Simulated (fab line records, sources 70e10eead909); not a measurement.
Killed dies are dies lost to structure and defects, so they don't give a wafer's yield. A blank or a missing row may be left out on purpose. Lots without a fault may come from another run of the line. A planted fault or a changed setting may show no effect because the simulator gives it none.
Which tool did it? | flow nand_harc | 19 lots, 57 wafers sampled, at 6 steps of a route of 1302

WHAT THE GAUGES READ, wafer by wafer
The record holds no reading of a measuring or inspecting step that can be judged against a usual standard deviation.

WHICH TOOL RAN EACH LOT (tool, then ch and the chambers of the sampled wafers, then the start)
lot  | NHARC_A_STAIRCASE_TRIM_193                    | NHARC_A_STAIRCASE_ETCH_197                    | NHARC_A_STAIRCASE_DESCUM_219       | NHARC_A_STAIRCASE_ETCH_225                    | NHARC_A_STAIRCASE_STRIP_238          | NHARC_A_STAIRCASE_ETCH_451
L075 | rie_diel-07 ch 0,1,2, day 16 01:53 or earlier | rie_diel-08 ch 0,1,2, day 16 01:53 or earlier | rie_diel-07 ch 0,1,3, day 16 01:53 | rie_diel-07 ch 1,2,3, day 16 04:08 or earlier | plasma_asher-01 ch 0,1, day 16 04:08 | rie_diel-07 ch 0,2,3, no start
L076 | rie_diel-04 ch 1,2, day 16 15:22 or earlier   | rie_diel-04 ch 0,1,3, day 16 15:22 or earlier | rie_diel-07 ch 0,3, day 16 15:22   | rie_diel-07 ch 1,2, day 16 17:38 or earlier   | plasma_asher-02 ch 0,1, day 16 17:38 | rie_diel-07 ch 1,3, no start
L077 | rie_diel-04 ch 0,1,3, day 17 04:38 or earlier | rie_diel-04 ch 1,2, day 17 04:38 or earlier   | rie_diel-08 ch 1,2, day 17 04:38   | rie_diel-08 ch 0,1,3, day 17 06:50 or earlier | plasma_asher-02 ch 0,1, day 17 06:50 | rie_diel-08 ch 1,2,3, no start
L078 | rie_diel-04 ch 2,3, day 17 16:39 or earlier   | rie_diel-04 ch 0,1,2, day 17 16:39 or earlier | rie_diel-08 ch 0,1, day 17 16:39   | rie_diel-08 ch 1,3, day 17 19:38 or earlier   | plasma_asher-01 ch 0,1, day 17 19:38 | rie_diel-04 ch 1,3, no start
L079 | rie_diel-08 ch 0,1,3, day 17 18:22 or earlier | rie_diel-07 ch 1,2,3, day 17 18:22 or earlier | rie_diel-07 ch 0,1,2, day 17 18:22 | rie_diel-07 ch 0,1,3, day 17 21:47 or earlier | plasma_asher-01 ch 0,1, day 17 21:47 | rie_diel-04 ch 0,1,2, no start
L080 | rie_diel-07 ch 0,1,3, day 18 06:19 or earlier | rie_diel-08 ch 0,3, day 18 06:19 or earlier   | rie_diel-04 ch 1,2, day 18 06:19   | rie_diel-04 ch 1,2,3, day 18 10:26 or earlier | plasma_asher-01 ch 0,1, day 18 10:26 | rie_diel-04 ch 0,1, no start
L082 | rie_diel-04 ch 0,1, day 19 03:55 or earlier   | rie_diel-04 ch 2,3, day 19 03:55 or earlier   | rie_diel-04 ch 0,1, day 19 03:55   | rie_diel-04 ch 1,3, day 19 06:47 or earlier   | plasma_asher-01 ch 0,1, day 19 06:47 | rie_diel-07 ch 0,3, no start
L083 | rie_diel-07 ch 0,1, day 19 04:13 or earlier   | rie_diel-04 ch 0,2,3, day 19 04:13 or earlier | rie_diel-08 ch 0,1,2, day 19 04:13 | rie_diel-08 ch 0,2,3, day 19 07:02 or earlier | plasma_asher-01 ch 0,1, day 19 07:02 | rie_diel-04 ch 0,3, no start
L084 | rie_diel-07 ch 0,2, day 20 06:07 or earlier   | rie_diel-04 ch 0,1,2, day 20 06:07 or earlier | rie_diel-08 ch 1,3, day 20 06:07   | rie_diel-08 ch 1,2,3, day 20 08:17 or earlier | plasma_asher-02 ch 0,1, day 20 08:17 | rie_diel-07 ch 1,2, no start
L087 | rie_diel-07 ch 0,1,3, day 21 16:14 or earlier | rie_diel-04 ch 2,3, day 21 16:14 or earlier   | rie_diel-08 ch 1,2,3, day 21 16:14 | rie_diel-08 ch 0,1,2, day 21 18:25 or earlier | plasma_asher-01 ch 0,1, day 21 18:25 | rie_diel-07 ch 1,2,3, no start
L089 | rie_diel-08 ch 0,2,3, day 22 02:58 or earlier | rie_diel-08 ch 0,2, day 22 02:58 or earlier   | rie_diel-08 ch 0,1,3, day 22 02:58 | rie_diel-08 ch 1,2, day 22 05:59 or earlier   | plasma_asher-02 ch 1, day 22 05:59   | rie_diel-04 ch 0,1,2, no start
L090 | rie_diel-07 ch 1,2, day 22 15:17 or earlier   | rie_diel-07 ch 1,2, day 22 15:17 or earlier   | rie_diel-04 ch 0,2,3, day 22 15:17 | rie_diel-04 ch 2,3, day 22 17:50 or earlier   | plasma_asher-02 ch 0,1, day 22 17:50 | rie_diel-07 ch 0,1,3, no start
L092 | rie_diel-04 ch 0,3, day 22 23:14 or earlier   | rie_diel-04 ch 0,1,2, day 22 23:14 or earlier | rie_diel-07 ch 1,2,3, day 22 23:14 | rie_diel-07 ch 0,2, day 23 01:23 or earlier   | plasma_asher-02 ch 0,1, day 23 01:23 | rie_diel-07 ch 0,1, no start
L091 | rie_diel-07 ch 0,1,2, day 23 00:30 or earlier | rie_diel-04 ch 0,2, day 23 00:30 or earlier   | rie_diel-07 ch 0,1,2, day 23 00:30 | rie_diel-07 ch 0,2, day 23 02:40 or earlier   | plasma_asher-01 ch 0,1, day 23 02:40 | rie_diel-07 ch 0,1,3, no start
L093 | rie_diel-04 ch 0,1, day 23 21:49 or earlier   | rie_diel-07 ch 0,2,3, day 23 21:49 or earlier | rie_diel-04 ch 1,3, day 23 21:49   | rie_diel-04 ch 0,1,3, day 24 00:23 or earlier | plasma_asher-02 ch 0,1, day 24 00:23 | rie_diel-07 ch 1,2,3, no start
L094 | rie_diel-04 ch 0,2,3, day 24 11:08 or earlier | rie_diel-08 ch 0,2,3, day 24 11:08 or earlier | rie_diel-07 ch 1,2,3, day 24 11:08 | rie_diel-07 ch 1,2,3, day 24 13:23 or earlier | plasma_asher-01 ch 0,1, day 24 13:23 | rie_diel-08 ch 1,2, no start
L095 | rie_diel-04 ch 1,2,3, day 24 19:10 or earlier | rie_diel-04 ch 0,1,2, day 24 19:10 or earlier | rie_diel-07 ch 0,2,3, day 24 19:10 | rie_diel-07 ch 1,2,3, day 24 21:20 or earlier | plasma_asher-01 ch 0,1, day 24 21:20 | rie_diel-08 ch 0,1, no start
L096 | rie_diel-07 ch 2,3, day 25 20:03 or earlier   | rie_diel-08 ch 2,3, day 25 20:03 or earlier   | rie_diel-07 ch 0,1,2, day 25 20:03 | rie_diel-07 ch 0,2,3, day 25 22:22 or earlier | plasma_asher-02 ch 0,1, day 25 22:22 | rie_diel-08 ch 0,1,3, no start
L097 | rie_diel-07 ch 0,1,3, day 25 20:28 or earlier | rie_diel-07 ch 0,1,2, day 25 20:28 or earlier | rie_diel-08 ch 0,2, day 25 20:28   | rie_diel-08 ch 0,2, day 25 22:44 or earlier   | plasma_asher-02 ch 0,1, day 25 22:44 | rie_diel-08 ch 0,2, no start
- NHARC_A_STAIRCASE_TRIM_193: chemistry O2, time 211.2 s.
- NHARC_A_STAIRCASE_ETCH_197: etches the open film in C4F8/O2, target depth 100 nm, time 40.5 s.
- NHARC_A_STAIRCASE_DESCUM_219: chemistry O2, time 3 s.
- NHARC_A_STAIRCASE_ETCH_225: etches the open film in C4F8/O2, target depth 100 nm, time 40.5 s.
- NHARC_A_STAIRCASE_STRIP_238: strips in O2.
- NHARC_A_STAIRCASE_ETCH_451: etches the open film in CF4/O2, target depth 30 nm, overetch 3 nm, time 16.5 s.

WHAT THE TOOLS THEMSELVES READ (means of the sampled wafers that have a number; where no wafer has one, the mark that the record gives instead)
NHARC_A_STAIRCASE_TRIM_193.
lot  | tool        | chamber_pressure_mTorr (mTorr) | drypump_motor_current_A (A) | oes_product_au (a.u.) | rf_vpp_V (V) | showerhead_plenum_p_Torr (Torr) | throttle_valve_pct (%)
L075 | rie_diel-07 | 60.04                          | 6.1                         | 0.983                 | 57.4         | 3.52                            | 17.035
L076 | rie_diel-04 | 60.04                          | 5.7                         | 1.002                 | 57.9         | 3.38                            | 17.033
L077 | rie_diel-04 | 60.00                          | 6.1                         | 0.998                 | 58.1         | 3.62                            | 17.035
L078 | rie_diel-04 | 60.01                          | 5.9                         | 0.994                 | 57.1         | 3.48                            | 17.040
L079 | rie_diel-08 | 59.99                          | 6.0                         | 1.013                 | 58.3         | 3.71                            | 17.040
L080 | rie_diel-07 | 60.05                          | 5.7                         | 0.986                 | 57.7         | 3.50                            | 17.033
L082 | rie_diel-04 | 60.05                          | 6.0                         | 1.007                 | 57.7         | 3.59                            | 17.037
L083 | rie_diel-07 | 59.97                          | 6.0                         | 0.979                 | 58.6         | 3.45                            | 17.033
L084 | rie_diel-07 | 59.99                          | 6.3                         | 0.987                 | 58.3         | 3.56                            | 17.035
L087 | rie_diel-07 | 60.00                          | 5.7                         | 0.992                 | 58.3         | 3.49                            | 17.027
L089 | rie_diel-08 | 60.02                          | 5.9                         | 1.001                 | 58.7         | 3.61                            | 17.040
L090 | rie_diel-07 | 59.99                          | 6.1                         | 0.996                 | 57.7         | 3.59                            | 17.038
L092 | rie_diel-04 | 60.01                          | 6.2                         | 0.995                 | 57.2         | 3.70                            | 17.041
L091 | rie_diel-07 | 60.00                          | 6.1                         | 0.994                 | 57.5         | 3.49                            | 17.036
L093 | rie_diel-04 | 60.00                          | 6.1                         | 0.997                 | 58.5         | 3.68                            | 17.040
L094 | rie_diel-04 | 59.97                          | 6.0                         | 0.995                 | 58.4         | 3.53                            | 17.024
L095 | rie_diel-04 | 60.01                          | 5.9                         | 1.008                 | 57.1         | 3.43                            | 17.039
L096 | rie_diel-07 | 59.98                          | 5.8                         | 1.006                 | 58.5         | 3.62                            | 17.039
L097 | rie_diel-07 | 59.93                          | 5.7                         | 0.997                 | 58.2         | 3.47                            | 17.047

NHARC_A_STAIRCASE_ETCH_197.
lot  | tool        | bias_w (W) | chamber_pressure_mTorr (mTorr) | oes_product_au (a.u.) | rf_fwd_power_W (W) | rf_vpp_V (V)
L075 | rie_diel-08 | 999        | 25.000                         | 0.966                 | 589.3              | 900
L076 | rie_diel-04 | 1002       | 24.981                         | 0.937                 | 591.3              | 899
L077 | rie_diel-04 | 999        | 25.025                         | 0.947                 | 594.1              | 890
L078 | rie_diel-04 | 1000       | 24.996                         | 0.949                 | 593.8              | 896
L079 | rie_diel-07 | 1001       | 24.989                         | 0.952                 | 589.4              | 900
L080 | rie_diel-08 | 1000       | 24.995                         | 0.961                 | 593.8              | 900
L082 | rie_diel-04 | 995        | 24.996                         | 0.944                 | 595.3              | 892
L083 | rie_diel-04 | 1000       | 24.990                         | 0.944                 | 595.8              | 898
L084 | rie_diel-04 | 999        | 25.022                         | 0.952                 | 594.7              | 895
L087 | rie_diel-04 | 997        | 24.988                         | 0.978                 | 592.3              | 894
L089 | rie_diel-08 | 1001       | 24.992                         | 0.953                 | 591.0              | 897
L090 | rie_diel-07 | 998        | 24.983                         | 0.933                 | 588.9              | 898
L092 | rie_diel-04 | 1000       | 25.012                         | 0.949                 | 593.3              | 895
L091 | rie_diel-04 | 1000       | 24.993                         | 0.971                 | 597.4              | 893
L093 | rie_diel-07 | 1000       | 25.002                         | 0.959                 | 591.0              | 896
L094 | rie_diel-08 | 1000       | 24.988                         | 0.975                 | 591.8              | 898
L095 | rie_diel-04 | 1001       | 25.008                         | 0.942                 | 594.6              | 894
L096 | rie_diel-08 | 1003       | 24.987                         | 0.962                 | 590.5              | 899
L097 | rie_diel-07 | 999        | 25.022                         | 0.941                 | 592.5              | 895

NHARC_A_STAIRCASE_DESCUM_219.
lot  | tool        | chamber_pressure_mTorr (mTorr) | drypump_motor_current_A (A) | oes_product_au (a.u.) | rf_vpp_V (V) | showerhead_plenum_p_Torr (Torr) | throttle_valve_pct (%)
L075 | rie_diel-07 | 59.99                          | 5.7                         | 0.990                 | 57.7         | 1.90                            | 11.316
L076 | rie_diel-07 | 60.03                          | 5.8                         | 0.994                 | 57.9         | 1.88                            | 11.308
L077 | rie_diel-08 | 59.95                          | 5.7                         | 1.011                 | 57.3         | 1.97                            | 11.312
L078 | rie_diel-08 | 59.99                          | 6.1                         | 1.014                 | 58.3         | 1.98                            | 11.312
L079 | rie_diel-07 | 59.98                          | 6.1                         | 0.985                 | 58.1         | 1.90                            | 11.308
L080 | rie_diel-04 | 60.02                          | 5.7                         | 1.000                 | 57.4         | 1.82                            | 11.315
L082 | rie_diel-04 | 60.05                          | 6.1                         | 1.003                 | 58.3         | 2.01                            | 11.311
L083 | rie_diel-08 | 59.99                          | 5.9                         | 1.005                 | 58.8         | 1.97                            | 11.300
L084 | rie_diel-08 | 59.97                          | 5.8                         | 1.013                 | 57.7         | 2.05                            | 11.313
L087 | rie_diel-08 | 60.08                          | 5.8                         | 1.004                 | 57.9         | 2.00                            | 11.312
L089 | rie_diel-08 | 59.96                          | 6.0                         | 1.001                 | 58.0         | 2.01                            | 11.312
L090 | rie_diel-04 | 59.94                          | 6.0                         | 0.995                 | 56.9         | 1.92                            | 11.303
L092 | rie_diel-07 | 59.98                          | 5.6                         | 0.988                 | 57.9         | 1.94                            | 11.308
L091 | rie_diel-07 | 60.03                          | 6.1                         | 0.991                 | 57.8         | 1.89                            | 11.313
L093 | rie_diel-04 | 60.02                          | 6.0                         | 1.009                 | 57.1         | 1.89                            | 11.308
L094 | rie_diel-07 | 59.98                          | 5.6                         | 0.992                 | 58.1         | 1.94                            | 11.312
L095 | rie_diel-07 | 60.06                          | 5.8                         | 0.993                 | 58.2         | 1.92                            | 11.309
L096 | rie_diel-07 | 59.97                          | 6.1                         | 0.999                 | 57.5         | 1.88                            | 11.314
L097 | rie_diel-08 | 60.02                          | 6.0                         | 0.994                 | 57.9         | 1.91                            | 11.317

NHARC_A_STAIRCASE_ETCH_225.
lot  | tool        | bias_w (W) | chamber_pressure_mTorr (mTorr) | oes_product_au (a.u.) | rf_fwd_power_W (W) | rf_vpp_V (V)
L075 | rie_diel-07 | 1002       | 24.996                         | 0.938                 | 592.2              | 899
L076 | rie_diel-07 | 1000       | 24.982                         | 0.938                 | 589.4              | 896
L077 | rie_diel-08 | 998        | 25.023                         | 0.961                 | 592.3              | 902
L078 | rie_diel-08 | 998        | 25.015                         | 0.941                 | 591.7              | 905
L079 | rie_diel-07 | 1000       | 25.011                         | 0.920                 | 590.0              | 896
L080 | rie_diel-04 | 1000       | 25.005                         | 0.941                 | 593.5              | 893
L082 | rie_diel-04 | 1005       | 24.987                         | 0.956                 | 592.0              | 895
L083 | rie_diel-08 | 1002       | 25.009                         | 0.948                 | 589.8              | 900
L084 | rie_diel-08 | 1000       | 24.988                         | 0.950                 | 593.3              | 902
L087 | rie_diel-08 | 1001       | 24.967                         | 0.950                 | 589.4              | 898
L089 | rie_diel-08 | 1000       | 25.004                         | 0.943                 | 590.8              | 898
L090 | rie_diel-04 | 1000       | 24.987                         | 0.965                 | 596.0              | 890
L092 | rie_diel-07 | 1004       | 25.013                         | 0.944                 | 591.7              | 897
L091 | rie_diel-07 | 997        | 24.983                         | 0.942                 | 589.3              | 893
L093 | rie_diel-04 | 998        | 24.991                         | 0.941                 | 592.8              | 898
L094 | rie_diel-07 | 998        | 24.990                         | 0.938                 | 592.2              | 897
L095 | rie_diel-07 | 999        | 25.023                         | 0.941                 | 589.6              | 899
L096 | rie_diel-07 | 1000       | 25.015                         | 0.945                 | 591.0              | 896
L097 | rie_diel-08 | 996        | 24.990                         | 0.942                 | 589.5              | 896

NHARC_A_STAIRCASE_STRIP_238.
lot  | tool            | drypump_motor_current_A (A) | heater_power_w (W)
L075 | plasma_asher-01 | 6.0                         | 376
L076 | plasma_asher-02 | 5.4                         | 325
L077 | plasma_asher-02 | 5.4                         | 333
L078 | plasma_asher-01 | 6.1                         | 359
L079 | plasma_asher-01 | 6.0                         | 374
L080 | plasma_asher-01 | 6.1                         | 365
L082 | plasma_asher-01 | 6.1                         | 366
L083 | plasma_asher-01 | 6.0                         | 373
L084 | plasma_asher-02 | 5.4                         | 339
L087 | plasma_asher-01 | 6.1                         | 369
L089 | plasma_asher-02 | 5.3                         | 315
L090 | plasma_asher-02 | 5.4                         | 335
L092 | plasma_asher-02 | 5.4                         | 336
L091 | plasma_asher-01 | 6.1                         | 358
L093 | plasma_asher-02 | 5.4                         | 323
L094 | plasma_asher-01 | 6.1                         | 360
L095 | plasma_asher-01 | 6.0                         | 372
L096 | plasma_asher-02 | 5.4                         | 336
L097 | plasma_asher-02 | 5.4                         | 326

NHARC_A_STAIRCASE_ETCH_451.
lot  | tool        | bias_w (W) | chamber_pressure_mTorr (mTorr) | drypump_motor_current_A (A) | oes_product_au (a.u.) | rf_fwd_power_W (W) | rf_vpp_V (V) | showerhead_plenum_p_Torr (Torr) | throttle_valve_pct (%)
L075 | rie_diel-07 | 100.1      | 30.020                         | 5.8                         | 0.997                 | 293.7              | 198.2        | 1.35                            | 13.396
L076 | rie_diel-07 | 100.3      | 29.977                         | 5.2                         | 0.996                 | 294.0              | 198.4        | 1.36                            | 13.392
L077 | rie_diel-08 | 99.9       | 30.002                         | 5.8                         | 1.004                 | 294.2              | 199.7        | 1.40                            | 13.398
L078 | rie_diel-04 | 100.0      | 29.984                         | 6.0                         | 0.992                 | 293.2              | 198.0        | 1.34                            | 13.399
L079 | rie_diel-04 | 100.0      | 29.974                         | 5.9                         | 1.002                 | 294.3              | 198.0        | 1.34                            | 13.389
L080 | rie_diel-04 | 100.2      | 29.988                         | 6.0                         | 1.004                 | 292.7              | 198.2        | 1.36                            | 13.406
L082 | rie_diel-07 | 99.9       | 29.995                         | 5.4                         | 0.992                 | 294.0              | 198.2        | 1.34                            | 13.402
L083 | rie_diel-04 | 99.5       | 30.009                         | 6.1                         | 0.993                 | 294.8              | 198.0        | 1.37                            | 13.403
L084 | rie_diel-07 | 99.8       | 29.993                         | 5.9                         | 0.990                 | 293.3              | 197.9        | 1.33                            | 13.386
L087 | rie_diel-07 | 99.9       | 29.952                         | 5.7                         | 1.001                 | 292.3              | 197.9        | 1.35                            | 13.402
L089 | rie_diel-04 | 100.0      | 30.005                         | 5.9                         | 0.996                 | 294.5              | 197.0        | 1.33                            | 13.403
L090 | rie_diel-07 | 100.0      | 29.994                         | 5.7                         | 0.991                 | 292.0              | 197.9        | 1.32                            | 13.393
L092 | rie_diel-07 | 100.0      | 30.009                         | 6.0                         | 0.991                 | 293.3              | 197.1        | 1.30                            | 13.396
L091 | rie_diel-07 | 100.0      | 30.004                         | 5.7                         | 0.988                 | 292.8              | 198.0        | 1.32                            | 13.395
L093 | rie_diel-07 | 100.1      | 29.989                         | 5.6                         | 0.997                 | 294.0              | 197.7        | 1.35                            | 13.400
L094 | rie_diel-08 | 99.6       | 30.036                         | 5.7                         | 0.989                 | 292.2              | 197.9        | 1.36                            | 13.394
L095 | rie_diel-08 | 100.2      | 30.006                         | 6.0                         | 0.985                 | 291.9              | 199.1        | 1.39                            | 13.395
L096 | rie_diel-08 | 99.9       | 30.006                         | 6.0                         | 0.995                 | 292.4              | 198.7        | 1.39                            | 13.390
L097 | rie_diel-08 | 99.7       | 30.016                         | 5.8                         | 1.002                 | 292.5              | 197.7        | 1.33                            | 13.398

THE ANSWER, worked out from the rows above alone
Rule: what is usual is taken from the lots themselves. Put in order of their means at a reading, lots are off if they are a third of the lots or fewer, leave a main group of 4 or more, and stand apart from it by a gap of 3 or more times the standard deviation of the main group's means; of several such gaps the widest counts. A main group whose means are all the same, to the digits that the tables above print for the reading, isn't used. A lot without any number at a reading at which 4 lots or more have one is off too. The other lots that the step has rows for count as sound. The gauges are gone through in route order, then the tools' own readings, and for those a lot's mean is taken as printed above. The first step at which some lot is off is used, and at that step the reading that is off furthest; a lot without a number counts as furthest.
No lot is off at any reading shown: from this, nothing can be told.

WHAT THE SIMULATOR HAD PUT IN
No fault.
